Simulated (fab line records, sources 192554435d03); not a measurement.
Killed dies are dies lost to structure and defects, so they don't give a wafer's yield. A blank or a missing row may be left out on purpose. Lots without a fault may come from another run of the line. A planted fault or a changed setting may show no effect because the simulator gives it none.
Which tool did it? | flow n5_finfet | 10 lots, 28 wafers sampled, at 6 steps of a route of 1938

WHAT THE GAUGES READ, wafer by wafer
N5_BEOL_M6_OCD_MEAS_38.
lot  | measured     | on     | trench_depth_nm (nm)
L496 | day 8 22:54  | ocd-02 | 94.3 95.5 93.7
L498 | day 9 01:06  | ocd-02 | 93.4 97.2 93.9
L499 | day 9 19:20  | ocd-01 | 96.8 89.1 92.3
L504 | day 10 18:23 | ocd-02 | 93.4 92.1
L506 | day 10 23:48 | ocd-02 | 93.7 92.0 96.1
L505 | day 11 00:06 | ocd-02 | 89.4 90.4 94.0
L507 | day 11 14:46 | ocd-01 | 92.3 93.1 94.9
L514 | day 13 13:52 | ocd-02 | 92.9 91.8
L516 | day 13 22:49 | ocd-02 | 94.5 94.3 95.4
L517 | day 14 11:02 | ocd-02 | 93.9 94.4 98.7

N5_BEOL_M6_INSPECT_58: inspects for defects (darkfield).
lot  | measured     | on                | raw_defect_count
L496 | day 9 02:14  | defect_inspect-02 | 105 62 71
L498 | day 9 06:19  | defect_inspect-01 | 145 84 135
L499 | day 9 23:05  | defect_inspect-02 | 86 92 58
L504 | day 10 20:44 | defect_inspect-02 | 80 52
L506 | day 11 01:58 | defect_inspect-02 | 1169 1115 1113
L505 | day 11 02:55 | defect_inspect-01 | 1106 1118 1170
L507 | day 11 17:29 | defect_inspect-01 | 1137 1145 1136
L514 | day 13 16:29 | defect_inspect-02 | 39 35
L516 | day 14 02:02 | defect_inspect-01 | 106 65 65
L517 | day 14 15:04 | defect_inspect-01 | 40 40 47

N5_BEOL_M7_INSPECT_13: inspects for defects (brightfield).
lot  | measured     | on                | raw_defect_count
L496 | day 9 04:28  | defect_inspect-01 | 441 461 484
L498 | day 9 08:14  | defect_inspect-02 | 491 524 497
L499 | day 10 01:14 | defect_inspect-01 | 335 359 273
L504 | day 10 23:36 | defect_inspect-01 | 396 309
L506 | day 11 03:52 | defect_inspect-02 | 1717 1436 1441
L505 | day 11 04:22 | defect_inspect-02 | 1387 1463 1415
L507 | day 11 19:50 | defect_inspect-02 | 1421 1414 1414
L514 | day 13 19:26 | defect_inspect-01 | 333 352
L516 | day 14 05:40 | defect_inspect-01 | 570 352 577
L517 | day 14 16:48 | defect_inspect-01 | 297 383 524

WHICH TOOL RAN EACH LOT (tool, then ch and the chambers of the sampled wafers, then the start)
lot  | N5_BEOL_M6_ETCH_41                            | N5_BEOL_M6_SPUTTER_48        | N5_BEOL_M6_CMP_52
L496 | rie_diel-01 ch 0,1,3, day 8 22:54 or earlier  | pvd_sputter-02, day 9 00:46  | cmp-04 ch 1,2, day 9 01:47
L498 | rie_diel-01 ch 1,2,3, day 9 01:06 or earlier  | pvd_sputter-02, day 9 02:49  | cmp-04 ch 0,1,2, day 9 05:59
L499 | rie_diel-05 ch 0,1,3, day 9 19:20 or earlier  | pvd_sputter-02, day 9 21:43  | cmp-03 ch 0,2,3, day 9 22:38
L504 | rie_diel-04 ch 0,2, day 10 18:23 or earlier   | pvd_sputter-01, day 10 19:47 | cmp-04 ch 0,2, day 10 20:19
L506 | rie_diel-04 ch 0,1,3, day 10 23:48 or earlier | pvd_sputter-02, day 11 01:00 | cmp-04 ch 0,1,2, day 11 01:31
L505 | rie_diel-05 ch 1,2, day 11 00:06 or earlier   | pvd_sputter-02, day 11 01:17 | cmp-04 ch 0,3, day 11 02:27
L507 | rie_diel-01 ch 0,1,2, day 11 14:46 or earlier | pvd_sputter-01, day 11 16:20 | cmp-04 ch 0,2,3, day 11 17:02
L514 | rie_diel-01 ch 0,1, day 13 13:52 or earlier   | pvd_sputter-03, day 13 15:28 | cmp-03 ch 0, day 13 16:02
L516 | rie_diel-05 ch 0,2, day 13 22:49 or earlier   | pvd_sputter-02, day 14 00:11 | cmp-03 ch 2,3, day 14 01:38
L517 | rie_diel-04 ch 1,2,3, day 14 11:02 or earlier | pvd_sputter-03, day 14 14:06 | cmp-02 ch 0,3, day 14 14:38
- N5_BEOL_M6_ETCH_41: etches SiCN in CH3F/O2, target depth 29.7 nm, time 52 s.
- N5_BEOL_M6_SPUTTER_48: material Cu, target thk 10 nm, time 1.667 s.
- N5_BEOL_M6_CMP_52: polishes, stops on SiCOH lowk, t overpolish 6.9 s, target thk 80 nm.

WHAT THE TOOLS THEMSELVES READ (means of the sampled wafers that have a number; where no wafer has one, the mark that the record gives instead)
N5_BEOL_M6_ETCH_41.
lot  | tool        | chamber_pressure_mTorr (mTorr) | drypump_motor_current_A (A) | oes_product_au (a.u.) | rf_vpp_V (V) | showerhead_plenum_p_Torr (Torr) | throttle_valve_pct (%)
L496 | rie_diel-01 | 29.981                         | 5.7                         | 0.78                  | 297.4        | 2.00                            | 16.31
L498 | rie_diel-01 | 29.995                         | 5.5                         | 0.76                  | 297.4        | 2.03                            | 16.38
L499 | rie_diel-05 | 29.997                         | 5.1                         | 0.72                  | 297.0        | 1.96                            | 16.31
L504 | rie_diel-04 | 30.014                         | 5.8                         | 0.91                  | 298.5        | 2.06                            | 16.29
L506 | rie_diel-04 | 30.005                         | 5.6                         | 0.90                  | 298.9        | 2.08                            | 16.02
L505 | rie_diel-05 | 30.018                         | 5.6                         | 0.77                  | 295.8        | 1.91                            | 16.35
L507 | rie_diel-01 | 29.990                         | 5.5                         | 0.79                  | 297.3        | 1.98                            | 16.27
L514 | rie_diel-01 | 30.000                         | 5.6                         | 0.77                  | 296.9        | 1.96                            | 16.30
L516 | rie_diel-05 | 30.014                         | 5.1                         | 0.70                  | 295.6        | 1.86                            | 16.60
L517 | rie_diel-04 | 30.016                         | 5.5                         | 0.86                  | 298.8        | 2.07                            | 16.17

N5_BEOL_M6_SPUTTER_48.
lot  | tool           | throttle_valve_pct (%)
L496 | pvd_sputter-02 | 29.0
L498 | pvd_sputter-02 | 29.0
L499 | pvd_sputter-02 | 29.7
L504 | pvd_sputter-01 | 30.5
L506 | pvd_sputter-02 | 29.0
L505 | pvd_sputter-02 | 28.5
L507 | pvd_sputter-01 | 30.6
L514 | pvd_sputter-03 | 29.5
L516 | pvd_sputter-02 | 29.7
L517 | pvd_sputter-03 | 29.6

N5_BEOL_M6_CMP_52.
lot  | tool   | barrier_field_endpoint_s (s) | motor_current_A (A) | overpolish_run_s (s) | retaining_ring_pressure_frac | time_to_endpoint_s (s)
L496 | cmp-04 | 28.7                         | 5.8                 | 6.902                | 0.999                        | 61
L498 | cmp-04 | 28.5                         | 5.7                 | 6.903                | 0.995                        | 59
L499 | cmp-03 | 29.2                         | 6.7                 | 6.898                | 1.004                        | 65
L504 | cmp-04 | 28.3                         | 5.7                 | 6.910                | 1.001                        | 54
L506 | cmp-04 | 28.7                         | 5.6                 | 6.903                | 1.000                        | 60
L505 | cmp-04 | 28.8                         | 6.4                 | 6.903                | 1.001                        | 62
L507 | cmp-04 | 28.9                         | 6.3                 | 6.890                | 0.997                        | 59
L514 | cmp-03 | 30.2                         | 7.3                 | 6.899                | 1.005                        | 69
L516 | cmp-03 | 28.3                         | 6.9                 | 6.902                | 0.999                        | 58
L517 | cmp-02 | 29.5                         | 5.6                 | 6.895                | 1.002                        | 64

THE ANSWER, worked out from the rows above alone
Rule: what is usual is taken from the lots themselves. Put in order of their means at a reading, lots are off if they are a third of the lots or fewer, leave a main group of 4 or more, and stand apart from it by a gap of 3 or more times the standard deviation of the main group's means; of several such gaps the widest counts. A main group whose means are all the same, to the digits that the tables above print for the reading, isn't used. A lot without any number at a reading at which 4 lots or more have one is off too. The other lots that the step has rows for count as sound. The gauges are gone through in route order, then the tools' own readings, and for those a lot's mean is taken as printed above. The first step at which some lot is off is used, and at that step the reading that is off furthest; a lot without a number counts as furthest.
Off: L506, L505, L507, at N5_BEOL_M6_INSPECT_58 (raw_defect_count). The main group: mean 72, standard deviation 26.
A tool fits if, at a process step before that reading, it ran every lot that is off, and no sound lot after the first of them. The gauges at N5_BEOL_M6_INSPECT_58 are tried like those tools. N5_BEOL_M6_ETCH_41 gives no start for some lots, so the hours and the order of its lots are those of N5_BEOL_M6_OCD_MEAS_38. One fits: cmp-04 at N5_BEOL_M6_CMP_52. Its last sound lot is L504 (day 10 20:19), its first lot that is off L506 (day 11 01:31): a fault that began between those two fits.

WHAT THE SIMULATOR HAD PUT IN
Chamber particle source: cmp-04, from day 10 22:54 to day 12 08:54, at N5_BEOL_M6_CMP_52. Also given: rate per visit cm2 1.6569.
Lots struck among those shown: L506, L505, L507. The rule above found the same.
